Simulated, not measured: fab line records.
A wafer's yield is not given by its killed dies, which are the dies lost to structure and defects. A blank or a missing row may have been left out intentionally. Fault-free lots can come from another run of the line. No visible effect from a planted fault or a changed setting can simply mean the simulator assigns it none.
fab line records | flow n5_finfet | part 2 of 2: steps 5 to 6 of 6
record: lots: 24 | wafers: 72 | last_day: 18
route steps=1938 shown HKMG_FIN@430 GATE_CUT@477 MOL_CONTACT_COAG@532
lots with no fault: from the same line, run without faults
start_h: hours from the record's first day to the start of the lot's first wafer shown | wait_h: how many hours have passed since the lot's step before this one | " the same as in the row above | L1.1+2: a row that stands for several wafers | - value missing, or start not given | * or withheld: withheld | < > ~ a bound
route shown NAME@n: names a module that has steps shown in the file, with the first one's number in the route | usual: mean/standard deviation of fault-free wafers | same: alike in all rows | chamber/n: place in a boat | sites: readings site by site | _std_site: standard deviation across them | _edge_site: outer sites' mean less inner sites' | radius_mm: how far each site lies from the wafer's centre | mask NAME#n: copy n | behind: the last tool/chamber to shape the wafer | hold: why the lot was held/for how many hours/how that ended | device: the n, p or np transistor that did not switch | end of line: the same wafers' tests at the end of the route | where a step has no rows: the recipe by itself | killed: at the first sort, the dies lost to defects and structure; wafer yield is something else | map: dies across one wafer; x = killed, . = not, _ = none there
set.NAME: setting as actually run; set.NAME@STEP: the setting as run at that earlier step | model.NAME: the simulator's own value behind a step, which no gauge read
one table for each step of the route and one row for each wafer, over a sample of lots
services: from which hour (start_h, from the record's first day; less than 0 if before it) a tool's chamber was out of use, for how many hours, and why
== steps ==
step: N5_GATE_CUT_ETCH_36
recipe: chemistry: CF4 | target: SiARC | target_depth_a: 130 | mask_material: CAR-EUV | time_s: 21.7 | ion_energy_ev: 80 | pressure_mtorr: 40 | source_w: 545 | bias_w: 36 | Ar_flow_sccm: 100 | cf4_flow_sccm: 100 | ends: cleared
usual: drypump_motor_current_A: 5.6/0.33 | etch_rf_on_time_s: 21.6/0.38 | oes_product_au: 0.67/0.074 | rf_vpp_V: 184.3/1.2 | showerhead_plenum_p_Torr: 2.15/0.073 | throttle_valve_pct: 15.58/0.23
lot.wafer | tool        | chamber | start_h | wait_h | drypump_motor_current_A | etch_rf_on_time_s | oes_product_au | rf_hours_counter_h | rf_vpp_V | showerhead_plenum_p_Torr | throttle_valve_pct
L074.3    | rie_diel-02 | 0       | 84.56   | 0.0    | 5.8                     | 22.2              | 0.62           | 184                | 185.1    | 2.21                     | 15.70
L074.4    | "           | 2       | "       | "      | 6.0                     | 21.5              | 0.66           | 128                | 183.2    | 2.07                     | 15.50
L074.5    | "           | 0       | "       | "      | 5.8                     | 21.8              | 0.63           | -                  | 185.1    | 2.21                     | 15.68
L075.1    | rie_diel-02 | 2       | 93.69   | 0.0    | 6.0                     | 21.6              | 0.65           | 129                | 183.8    | 2.06                     | 15.49
L075.2    | "           | 1       | "       | "      | 5.7                     | 21.9              | 0.58           | 248                | 181.9    | 2.03                     | 15.76
L075.5    | "           | 0       | "       | "      | 5.8                     | 21.7              | 0.63           | -                  | 184.4    | 2.21                     | 15.68
L076.2    | rie_diel-01 | 0       | 95.66   | 0.0    | 5.9                     | 21.2              | 0.75           | 37                 | 185.2    | 2.18                     | 15.18
L076.3    | "           | 3       | "       | "      | 5.3                     | 21.8              | 0.59           | -                  | 183.3    | 2.12                     | 15.66
L076.4    | "           | 0       | "       | "      | 5.9                     | 21.3              | 0.76           | -                  | 184.0    | 2.18                     | 15.18
L077.1    | rie_diel-04 | 1       | 105.16  | 0.0    | 5.2                     | 20.9              | 0.77           | 43                 | 183.5    | 2.09                     | 15.58
L077.3    | "           | 3       | "       | "      | 5.1                     | 21.8              | 0.58           | 239                | 183.0    | 2.03                     | 15.62
L077.4    | "           | 2       | "       | "      | 5.5                     | 21.4              | 0.67           | 146                | 185.4    | 2.23                     | 15.58
L079.2    | rie_diel-04 | 3       | 113.61  | 0.0    | 5.2                     | 21.8              | 0.58           | 241                | 183.9    | 2.03                     | 15.64
L079.4    | "           | 0       | "       | "      | 4.9                     | 22.2              | 0.63           | 181                | 184.5    | 2.22                     | 15.67
L079.6    | "           | 0       | "       | "      | 4.9                     | 22.0              | 0.63           | -                  | 185.4    | 2.22                     | 15.67
L078.1    | rie_diel-04 | 0       | 116.16  | 0.0    | 4.9                     | 22.1              | 0.63           | 182                | 185.9    | 2.22                     | 15.69
L078.2    | "           | 1       | "       | "      | 5.2                     | 20.9              | 0.76           | 47                 | 182.6    | 2.09                     | 15.63
L078.5    | "           | 1       | "       | "      | 5.2                     | 21.2              | 0.76           | -                  | 183.8    | 2.09                     | 15.61
L080.1    | rie_diel-01 | 0       | 122.69  | 0.0    | 5.9                     | 21.3              | 0.74           | 47                 | 183.9    | 2.18                     | 15.21
L080.2    | "           | 3       | "       | "      | 5.3                     | 22.0              | 0.58           | 228                | 183.3    | 2.11                     | 15.66
L080.4    | "           | 1       | "       | "      | 5.8                     | 21.7              | 0.62           | 192                | 184.6    | 2.13                     | 15.98
L081.1    | rie_diel-02 | 0       | 130.50  | 0.0    | 5.8                     | 21.9              | 0.62           | 198                | 185.8    | 2.21                     | 15.72
L081.3    | "           | 3       | "       | "      | 5.9                     | 22.2              | 0.61           | 195                | 183.9    | 2.21                     | 15.68
L081.6    | "           | 2       | "       | "      | 6.0                     | 21.8              | 0.64           | -                  | 182.6    | 2.06                     | 15.52
L082.1    | rie_diel-01 | 2       | 139.78  | 0.0    | 5.3                     | 21.0              | 0.77           | 28                 | 184.0    | 2.11                     | 15.15
L082.3    | "           | 1       | "       | "      | 5.8                     | 21.5              | 0.63           | 199                | 184.2    | 2.13                     | 15.99
L082.5    | "           | 2       | "       | "      | 5.3                     | 21.0              | 0.77           | -                  | 183.0    | 2.11                     | 15.15
L083.1    | rie_diel-01 | 1       | 141.31  | 0.0    | 5.8                     | 21.8              | 0.62           | 199                | 184.5    | 2.13                     | 15.98
L083.3    | "           | 0       | "       | "      | 5.9                     | 21.3              | 0.73           | 54                 | 184.2    | 2.18                     | 15.22
L083.4    | "           | 2       | "       | "      | 5.3                     | 21.1              | 0.76           | 29                 | 184.1    | 2.11                     | 15.13
L084.1    | rie_diel-02 | 0       | 146.87  | 0.0    | 5.8                     | 21.7              | 0.61           | 207                | 184.2    | 2.21                     | 15.73
L084.3    | "           | 1       | "       | "      | 5.7                     | 21.1              | 0.86           | 4                  | 186.9    | 2.28                     | 15.31
L084.6    | "           | 2       | "       | "      | 6.0                     | 21.6              | 0.64           | -                  | 182.1    | 2.06                     | 15.55
L085.3    | rie_diel-02 | 1       | 153.41  | 0.0    | 5.7                     | 21.1              | 0.85           | 6                  | 186.9    | 2.28                     | 15.30
L085.4    | "           | 2       | "       | "      | 6.0                     | 21.3              | 0.65           | 153                | 181.0    | 2.06                     | 15.55
L085.5    | "           | 2       | "       | "      | 6.0                     | 21.3              | 0.64           | -                  | 181.7    | 2.06                     | 15.55
L086.4    | rie_diel-04 | 0       | 162.02  | 0.0    | 5.0                     | 22.0              | 0.62           | 187                | 186.1    | 2.22                     | 15.69
L086.5    | "           | 3       | "       | "      | 5.2                     | 21.6              | 0.58           | -                  | 181.3    | 2.03                     | 15.64
L086.6    | "           | 0       | "       | "      | 5.0                     | 21.8              | 0.63           | -                  | 186.0    | 2.22                     | 15.68
L087.1    | rie_diel-01 | 2       | 164.50  | 0.0    | 5.3                     | 21.3              | 0.75           | 37                 | 183.9    | 2.10                     | 15.16
L087.2    | "           | 1       | "       | "      | 5.8                     | 21.8              | 0.62           | 208                | 183.2    | 2.13                     | 15.99
L087.5    | "           | 3       | "       | "      | 5.3                     | 22.0              | 0.57           | -                  | 183.1    | 2.11                     | 15.69
L088.2    | rie_diel-02 | 3       | 173.31  | 0.0    | 5.9                     | 22.2              | 0.61           | 212                | 184.4    | 2.20                     | 15.72
L088.4    | "           | 1       | "       | "      | 5.7                     | 21.3              | 0.83           | 13                 | 185.9    | 2.28                     | 15.32
L088.5    | "           | 2       | "       | "      | 6.0                     | 21.6              | 0.64           | -                  | 183.8    | 2.05                     | 15.57
L089.1    | rie_diel-04 | 0       | 177.85  | 0.0    | 4.9                     | 22.2              | 0.62           | 193                | 185.7    | 2.21                     | 15.69
L089.5    | "           | 0       | "       | "      | 4.9                     | 22.1              | 0.62           | -                  | 185.6    | 2.21                     | 15.70
L089.6    | "           | 2       | "       | "      | 5.4                     | 21.6              | 0.66           | -                  | 184.6    | 2.23                     | 15.61
L090.1    | rie_diel-01 | 1       | 186.22  | 0.0    | 5.8                     | 21.6              | 0.62           | 214                | 183.8    | 2.12                     | 16.02
L090.2    | "           | 0       | "       | "      | 5.8                     | 21.5              | 0.71           | 69                 | 185.4    | 2.17                     | 15.25
L090.5    | "           | 2       | "       | "      | 5.4                     | 21.3              | 0.74           | -                  | 183.5    | 2.10                     | 15.17
L091.2    | rie_diel-01 | 2       | 189.34  | 0.0    | 5.3                     | 21.5              | 0.74           | 45                 | 182.4    | 2.10                     | 15.19
L091.3    | "           | 1       | "       | "      | 5.8                     | 21.7              | 0.62           | 216                | 185.0    | 2.12                     | 16.01
L091.6    | "           | 1       | "       | "      | 5.8                     | 21.9              | 0.61           | -                  | 185.0    | 2.12                     | 16.01
L092.1    | rie_diel-04 | 2       | 193.67  | 0.0    | 5.5                     | 21.5              | 0.66           | 165                | 184.8    | 2.22                     | 15.63
L092.3    | "           | 0       | "       | "      | 5.0                     | 21.9              | 0.62           | 197                | 185.6    | 2.21                     | 15.69
L092.4    | "           | 3       | "       | "      | 5.2                     | 21.3              | 0.83           | 2                  | 185.9    | 2.28                     | 15.15
L093.3    | rie_diel-04 | 2       | 203.19  | 0.0    | 5.5                     | 21.9              | 0.65           | 170                | 185.3    | 2.22                     | 15.64
L093.5    | "           | 3       | "       | "      | 5.2                     | 21.4              | 0.80           | -                  | 186.3    | 2.28                     | 15.13
L093.6    | "           | 2       | "       | "      | 5.5                     | 21.8              | 0.66           | -                  | 184.7    | 2.22                     | 15.65
L094.1    | rie_diel-02 | 2       | 205.44  | 0.0    | 6.0                     | 21.8              | 0.63           | 171                | 181.9    | 2.05                     | 15.56
L094.2    | "           | 3       | "       | "      | 5.9                     | 22.3              | 0.60           | 222                | 185.2    | 2.20                     | 15.73
L094.6    | "           | 2       | "       | "      | 6.0                     | 21.9              | 0.63           | -                  | 182.9    | 2.05                     | 15.57
L095.2    | rie_diel-02 | 1       | 214.08  | 0.0    | 5.7                     | 21.4              | 0.80           | 25                 | 184.8    | 2.27                     | 15.36
L095.3    | "           | 2       | "       | "      | 6.0                     | 21.6              | 0.63           | 173                | 183.7    | 2.05                     | 15.57
L095.5    | "           | 0       | "       | "      | 5.8                     | 21.8              | 0.60           | -                  | 185.0    | 2.20                     | 15.76
L096.1    | rie_diel-02 | 2       | 218.15  | 0.0    | 6.0                     | 21.5              | 0.63           | 175                | 182.6    | 2.05                     | 15.59
L096.2    | "           | 0       | "       | "      | 5.8                     | 22.0              | 0.60           | 229                | 184.4    | 2.20                     | 15.79
L096.4    | "           | 3       | "       | "      | 5.9                     | 22.3              | 0.59           | 226                | 185.0    | 2.19                     | 15.74
L097.1    | rie_diel-02 | 1       | 224.51  | 0.0    | 5.7                     | 21.2              | 0.79           | 29                 | 185.7    | 2.27                     | 15.36
L097.4    | "           | 3       | "       | "      | 5.9                     | 22.3              | 0.59           | 229                | 184.5    | 2.19                     | 15.74
L097.6    | "           | 2       | "       | "      | 6.0                     | 21.4              | 0.62           | -                  | 182.7    | 2.05                     | 15.60
step: N5_MOL_CONTACT_COAG_ETCH_106
recipe: chemistry: N2/H2 | target: SOC | target_depth_a: 800 | overetch_a: 160 | mask_material: SiARC | temp_c: 40 | time_s: 120 | ion_energy_ev: 200 | pressure_mtorr: 30 | source_w: 840 | bias_w: 150 | n2_flow_sccm: 200 | h2_flow_sccm: 200
usual: drypump_motor_current_A: 5.9/0.37 | oes_product_au: 0.72/0.085 | rf_vpp_V: 524/3.1 | showerhead_plenum_p_Torr: 2.54/0.11 | throttle_valve_pct: 17.86/0.23
lot.wafer | tool        | chamber | start_h | wait_h | drypump_motor_current_A | oes_product_au | rf_hours_counter_h | rf_vpp_V | showerhead_plenum_p_Torr | throttle_valve_pct
L074.3    | rie_diel-06 | 0       | 88.69   | 0.0    | 5.8                     | 0.77           | 62                 | 522      | 2.47                     | 17.61
L074.4    | "           | 3       | "       | "      | 6.4                     | 0.62           | -                  | 523      | 2.52                     | 18.02
L074.5    | "           | 0       | "       | "      | 5.8                     | 0.77           | -                  | 523      | 2.47                     | 17.60
L075.1    | rie_diel-03 | 3       | 98.21   | 0.0    | 6.2                     | 0.72           | 82                 | 527      | 2.68                     | 17.95
L075.2    | "           | 1       | "       | "      | 6.0                     | 0.63           | 231                | 525      | 2.62                     | 18.41
L075.5    | "           | 1       | "       | "      | 5.9                     | 0.62           | -                  | 526      | 2.62                     | 18.41
L076.2    | rie_diel-06 | 3       | 99.78   | 0.0    | 6.5                     | 0.62           | 236                | 522      | 2.52                     | 18.03
L076.3    | "           | 2       | "       | "      | 6.3                     | 0.63           | 219                | 522      | 2.52                     | 17.99
L076.4    | "           | 0       | "       | "      | 5.8                     | 0.77           | -                  | 522      | 2.47                     | 17.62
L077.1    | rie_diel-06 | 0       | 108.99  | 0.0    | 5.8                     | 0.76           | 71                 | 521      | 2.47                     | 17.63
L077.3    | "           | 2       | "       | "      | 6.3                     | 0.63           | 223                | 523      | 2.52                     | 17.99
L077.4    | "           | 0       | "       | "      | 5.8                     | 0.77           | -                  | 522      | 2.47                     | 17.63
L079.2    | rie_diel-03 | 2       | 117.54  | 0.0    | 6.2                     | 0.69           | 142                | 518      | 2.35                     | 18.02
L079.4    | "           | 3       | "       | "      | 6.2                     | 0.72           | 86                 | 527      | 2.68                     | 17.95
L079.6    | "           | 1       | "       | "      | 5.9                     | 0.62           | -                  | 525      | 2.62                     | 18.43
L078.1    | rie_diel-03 | 2       | 121.29  | 0.0    | 6.1                     | 0.68           | 144                | 518      | 2.35                     | 18.03
L078.2    | "           | 0       | "       | "      | 5.6                     | 0.65           | 196                | 524      | 2.52                     | 17.72
L078.5    | "           | 1       | "       | "      | 5.9                     | 0.61           | -                  | 525      | 2.62                     | 18.41
L080.1    | rie_diel-06 | 2       | 128.43  | 0.0    | 6.3                     | 0.62           | 233                | 523      | 2.51                     | 18.02
L080.2    | "           | 3       | "       | "      | 6.5                     | 0.61           | 242                | 523      | 2.51                     | 18.06
L080.4    | "           | 1       | "       | "      | 5.3                     | 0.84           | 9                  | 529      | 2.71                     | 17.72
L081.1    | rie_diel-06 | 1       | 134.59  | 0.0    | 5.4                     | 0.83           | 13                 | 529      | 2.71                     | 17.73
L081.3    | "           | 2       | "       | "      | 6.3                     | 0.62           | 236                | 522      | 2.51                     | 18.01
L081.6    | "           | 1       | "       | "      | 5.4                     | 0.83           | -                  | 528      | 2.71                     | 17.72
L082.1    | rie_diel-06 | 0       | 144.33  | 0.0    | 5.8                     | 0.74           | 85                 | 521      | 2.46                     | 17.67
L082.3    | "           | 2       | "       | "      | 6.3                     | 0.62           | 241                | 524      | 2.51                     | 18.05
L082.5    | "           | 1       | "       | "      | 5.4                     | 0.82           | -                  | 528      | 2.71                     | 17.74
L083.1    | rie_diel-03 | 2       | 145.54  | 0.0    | 6.1                     | 0.68           | 155                | 519      | 2.34                     | 18.05
L083.3    | "           | 3       | "       | "      | 6.2                     | 0.71           | 100                | 527      | 2.67                     | 17.97
L083.4    | "           | 0       | "       | "      | 5.6                     | 0.64           | -                  | 523      | 2.52                     | 17.75
L084.1    | rie_diel-06 | 0       | 152.23  | 0.0    | 5.8                     | 0.74           | 89                 | 522      | 2.46                     | 17.66
L084.3    | "           | 1       | "       | "      | 5.4                     | 0.80           | 22                 | 527      | 2.71                     | 17.76
L084.6    | "           | 2       | "       | "      | 6.3                     | 0.62           | -                  | 523      | 2.51                     | 18.05
L085.3    | rie_diel-06 | 0       | 167.00  | 0.0    | 5.8                     | 0.73           | 99                 | 521      | 2.46                     | 17.68
L085.4    | "           | 3       | "       | "      | 6.4                     | 0.84           | -                  | 522      | 2.51                     | 17.64
L085.5    | "           | 1       | "       | "      | 5.4                     | 0.79           | -                  | 529      | 2.70                     | 17.76
L086.4    | rie_diel-03 | 1       | 167.51  | 0.0    | 5.9                     | 0.86           | 5                  | 524      | 2.61                     | 18.04
L086.5    | "           | 2       | "       | "      | 6.2                     | 0.67           | -                  | 517      | 2.34                     | 18.07
L086.6    | "           | 3       | "       | "      | 6.1                     | 0.69           | -                  | 526      | 2.67                     | 18.00
L087.1    | rie_diel-03 | 2       | 168.83  | 0.0    | 6.2                     | 0.66           | 167                | 519      | 2.34                     | 18.07
L087.2    | "           | 0       | "       | "      | 5.6                     | 0.63           | 221                | 525      | 2.51                     | 17.76
L087.5    | "           | 3       | "       | "      | 6.2                     | 0.69           | -                  | 528      | 2.67                     | 18.01
L088.2    | rie_diel-06 | 1       | 178.08  | 0.0    | 5.4                     | 0.79           | 39                 | 527      | 2.70                     | 17.78
L088.4    | "           | 0       | "       | "      | 5.8                     | 0.72           | 106                | 520      | 2.45                     | 17.71
L088.5    | "           | 0       | "       | "      | 5.8                     | 0.72           | -                  | 522      | 2.45                     | 17.69
L089.1    | rie_diel-03 | 3       | 181.83  | 0.0    | 6.2                     | 0.69           | 119                | 527      | 2.67                     | 18.03
L089.5    | "           | 0       | "       | "      | 5.6                     | 0.63           | -                  | 523      | 2.51                     | 17.77
L089.6    | "           | 3       | "       | "      | 6.1                     | 0.68           | -                  | 528      | 2.67                     | 18.03
L090.1    | rie_diel-06 | 1       | 191.11  | 0.0    | 5.4                     | 0.78           | 44                 | 527      | 2.70                     | 17.78
L090.2    | "           | 0       | "       | "      | 5.8                     | 0.72           | 111                | 523      | 2.45                     | 17.72
L090.5    | "           | 0       | "       | "      | 5.8                     | 0.72           | -                  | 523      | 2.45                     | 17.70
L091.2    | rie_diel-03 | 2       | 196.29  | 0.0    | 6.2                     | 0.66           | 178                | 517      | 2.34                     | 18.09
L091.3    | "           | 1       | "       | "      | 5.9                     | 0.83           | 18                 | 524      | 2.61                     | 18.08
L091.6    | "           | 1       | "       | "      | 5.9                     | 0.82           | -                  | 525      | 2.61                     | 18.06
L092.1    | rie_diel-06 | 2       | 197.48  | 0.0    | 6.3                     | 0.87           | 10                 | 521      | 2.50                     | 17.65
L092.3    | "           | 0       | "       | "      | 5.8                     | 0.72           | 113                | 521      | 2.45                     | 17.70
L092.4    | "           | 3       | "       | "      | 6.4                     | 0.81           | 23                 | 522      | 2.50                     | 17.65
L093.3    | rie_diel-03 | 0       | 207.01  | 0.0    | 5.6                     | 0.62           | 238                | 523      | 2.51                     | 17.79
L093.5    | "           | 1       | "       | "      | 5.9                     | 0.81           | -                  | 526      | 2.60                     | 18.08
L093.6    | "           | 0       | "       | "      | 5.6                     | 0.62           | -                  | 523      | 2.51                     | 17.79
L094.1    | rie_diel-05 | 0       | 209.62  | 0.0    | 5.3                     | 0.63           | 229                | 520      | 2.41                     | 18.40
L094.2    | "           | 1       | "       | "      | 6.0                     | 0.62           | 207                | 521      | 2.41                     | 17.54
L094.6    | "           | 2       | "       | "      | 5.4                     | 0.83           | -                  | 529      | 2.71                     | 17.56
L095.2    | rie_diel-05 | 2       | 217.95  | 0.0    | 5.4                     | 0.83           | 15                 | 527      | 2.71                     | 17.54
L095.3    | "           | 0       | "       | "      | 5.3                     | 0.64           | 231                | 521      | 2.41                     | 18.40
L095.5    | "           | 3       | "       | "      | 5.8                     | 0.85           | -                  | 529      | 2.72                     | 17.39
L096.1    | rie_diel-06 | 3       | 222.20  | 0.0    | 6.4                     | 0.78           | 31                 | 522      | 2.50                     | 17.67
L096.2    | "           | 0       | "       | "      | 5.8                     | 0.71           | 121                | 520      | 2.45                     | 17.73
L096.4    | "           | 1       | "       | "      | 5.4                     | 0.77           | 54                 | 529      | 2.69                     | 17.81
L097.1    | rie_diel-06 | 2       | 228.32  | 0.0    | 6.3                     | 0.84           | 21                 | 524      | 2.50                     | 17.66
L097.4    | "           | 1       | "       | "      | 5.4                     | 0.76           | 56                 | 530      | 2.69                     | 17.82
L097.6    | "           | 1       | "       | "      | 5.4                     | 0.76           | -                  | 527      | 2.69                     | 17.81
== services ==
tool        | chamber | start_h | hours | kind
rie_diel-06 | 1       | 87.45   | -     | clean
rie_diel-06 | 1       | 87.45   | -     | consumable_replace:focus_ring
rie_diel-06 | 1       | 87.45   | -     | consumable_replace:showerhead
rie_diel-06 | 1       | 87.45   | 24.6  | scheduled_down
rie_diel-06 | 1       | 87.45   | 24.6  | vent_cycle
rie_diel-01 | 1       | 93.05   | 9.4   | repair
rie_diel-02 | -       | 94.98   | 2.8   | pm
rie_diel-02 | 3       | 98.87   | 7.9   | repair
pecvd-02    | -       | 115.42  | 1.9   | repair
rie_diel-05 | -       | 117.79  | 14.6  | pm
rie_diel-04 | -       | 128.58  | 28.1  | pm
rie_diel-06 | 0       | 131.83  | 6.3   | repair
rie_diel-06 | 3       | 142.93  | -     | clean
rie_diel-06 | 3       | 142.93  | -     | consumable_replace:focus_ring
rie_diel-06 | 3       | 142.93  | 10.0  | scheduled_down
rie_diel-06 | 3       | 142.93  | 10.0  | vent_cycle
rie_diel-05 | -       | 143.02  | 12.1  | repair
rie_diel-06 | 2       | 158.69  | -     | clean
rie_diel-06 | 2       | 158.69  | -     | consumable_replace:focus_ring
rie_diel-03 | 0       | 160.20  | 1.9   | repair
rie_diel-05 | 2       | 178.77  | 4.2   | repair
pecvd-02    | 0       | 184.49  | 4.6   | repair
rie_diel-01 | -       | 196.89  | 8.3   | repair
pecvd-03    | 1       | 212.15  | 14.9  | repair
